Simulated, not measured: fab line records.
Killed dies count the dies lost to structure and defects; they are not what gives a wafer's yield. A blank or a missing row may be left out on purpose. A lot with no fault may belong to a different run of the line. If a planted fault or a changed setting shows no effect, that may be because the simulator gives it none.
Chamber matching -- flow n5Finfet -- N5_BEOL_M7_ETCH_72 on rieDiel-01 has 4 sister chambers
The step etches underlayer in N2/H2, target depth 6.5 nm, time 5.2 s. 18 wafers are shown with their chamber, then 9 later ones without.

## WAFERS WITH THEIR CHAMBER
wafer,chamber,drypumpMotorCurrentA (A),etchRfOnTimeS (s),throttleValvePct (%)
L713.1,1,5.7,5.24,17.94
L713.5,2,5.6,5.12,17.58
L713.6,3,6.3,5.43,17.81
L715.3,0,6.0,5.29,17.90
L715.4,3,6.3,5.44,17.82
L715.5,2,5.6,5.13,17.60
L717.3,0,6.0,5.28,17.85
L717.5,0,6.0,5.23,17.88
L717.6,2,5.7,5.03,17.63
L725.4,3,6.3,5.42,17.84
L725.5,2,5.7,5.23,17.63
L725.6,1,5.7,5.03,17.53
L727.1,1,5.7,5.06,17.51
L727.2,2,5.6,5.23,17.65
L727.3,3,6.3,5.48,17.86
L728.2,0,6.0,5.26,17.93
L728.4,2,5.7,5.13,17.63
L728.5,2,5.6,5.13,17.65

SIGNATURES, as means of the wafers listed above
reading,chamber 0,chamber 1,chamber 2,chamber 3,scatter within a chamber
drypumpMotorCurrentA,6.000,5.700,5.643,6.300,0.035
etchRfOnTimeS,5.2650,5.1100,5.1429,5.4425,0.0649
throttleValvePct,17.8900,17.6600,17.6243,17.8325,0.0951
Rule: for each reading, subtract the chamber's mean from the wafer's reading, divide by that reading's scatter and square the result; add these up over the readings and take the root, which gives the wafer's distance from the chamber. If the next closest chamber is less than 2 further off than the closest, the wafer can't be placed; otherwise it belongs to the closest. The scatter: take each reading less its chamber's mean, square it, sum over the shown wafers, divide by the number of wafers less the number of chambers, and take the root.

## WAFERS WITH NO CHAMBER GIVEN
wafer,drypumpMotorCurrentA (A),etchRfOnTimeS (s),throttleValvePct (%)
L729.1,6.3,5.49,17.85
L729.4,5.7,5.07,17.52
L729.5,6.4,5.45,17.84
L732.3,5.6,5.12,17.65
L732.4,6.3,5.38,17.86
L732.5,5.7,5.01,17.53
L730.2,5.7,5.01,17.53
L730.5,5.6,5.11,17.66
L730.6,6.3,5.44,17.85

## WHICH CHAMBER EACH WENT THROUGH
wafer,from the rows above,in truth
L729.1,3,3
L729.4,can't be placed: 1 or 2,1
L729.5,3,3
L732.3,can't be placed: 2 or 1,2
L732.4,3,3
L732.5,can't be placed: 1 or 2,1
L730.2,can't be placed: 1 or 2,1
L730.5,can't be placed: 2 or 1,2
L730.6,3,3
Correctly placed: 4 of 9. These rows do not allow placing 5 (true chamber among the candidates in 5). 0 placed wrongly.
